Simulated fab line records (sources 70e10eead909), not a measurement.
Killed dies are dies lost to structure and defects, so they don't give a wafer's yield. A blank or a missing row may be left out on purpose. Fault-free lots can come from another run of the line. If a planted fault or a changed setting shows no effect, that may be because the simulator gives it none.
Matching of chambers -- flow nandHarc -- 4 sister chambers for NHARC_A_SLIT_DESCUM_14 on rieDiel-04
The step chemistry O2, time 3 s. 8 wafers are shown with their chamber, then 12 later ones without.

== WAFERS PAIRED WITH THEIR CHAMBERS ==
wafer,chamber,oesProductAu (a.u.),rfVppV (V)
L088.2,2,0.988,58.2
L088.1,1,0.997,58.3
L088.6,0,1.002,59.0
L091.4,2,0.986,58.3
L091.6,3,1.012,56.8
L093.1,3,1.006,58.6
L093.2,0,0.991,58.3
L093.4,1,0.988,57.0

== WAFERS WITH NO CHAMBER GIVEN ==
wafer,oesProductAu (a.u.),rfVppV (V)
L093.3,0.997,57.8
L093.5,1.004,59.0
L093.6,0.988,58.7
L095.3,0.991,59.1
L095.5,0.983,58.5
L095.6,0.991,57.8
L095.1,0.985,58.3
L095.2,1.002,58.9
L095.4,0.993,57.9
L096.4,0.987,57.7
L096.5,0.995,57.3
L096.6,0.987,57.3

== CHAMBER TAKEN BY EACH ==
wafer,from the rows above,in truth
L093.3,can't be placed: 1 or 0 or 2 or 3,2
L093.5,can't be placed: 0 or 3 or 1 or 2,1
L093.6,can't be placed: 2 or 1 or 0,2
L095.3,can't be placed: 0 or 2 or 1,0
L095.5,can't be placed: 2 or 1 or 0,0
L095.6,can't be placed: 1 or 2 or 0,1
L095.1,can't be placed: 2 or 1 or 0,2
L095.2,can't be placed: 0 or 3 or 1 or 2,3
L095.4,can't be placed: 1 or 0 or 2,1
L096.4,can't be placed: 2 or 1 or 0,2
L096.5,can't be placed: 1 or 0 or 2 or 3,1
L096.6,can't be placed: 1 or 2 or 0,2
Correct placement for 0 of the 12. Cannot be placed on the basis of these rows: 12; the candidates contain the true chamber in 12. 0 placed wrongly.
How it was worked out, from the rows above alone: a wafer's distance from a chamber is the root of the sum, over the readings, of the square of ((its reading less the chamber's mean) divided by the reading's scatter). If the next closest chamber is less than 2 further off than the closest, the wafer can't be placed; otherwise it belongs to the closest. The mean given for a chamber averages the wafers shown for that chamber. The scatter is the square root of a quotient: the sum, over the shown wafers, of each reading's squared deviation from its chamber's mean, divided by wafers minus chambers.
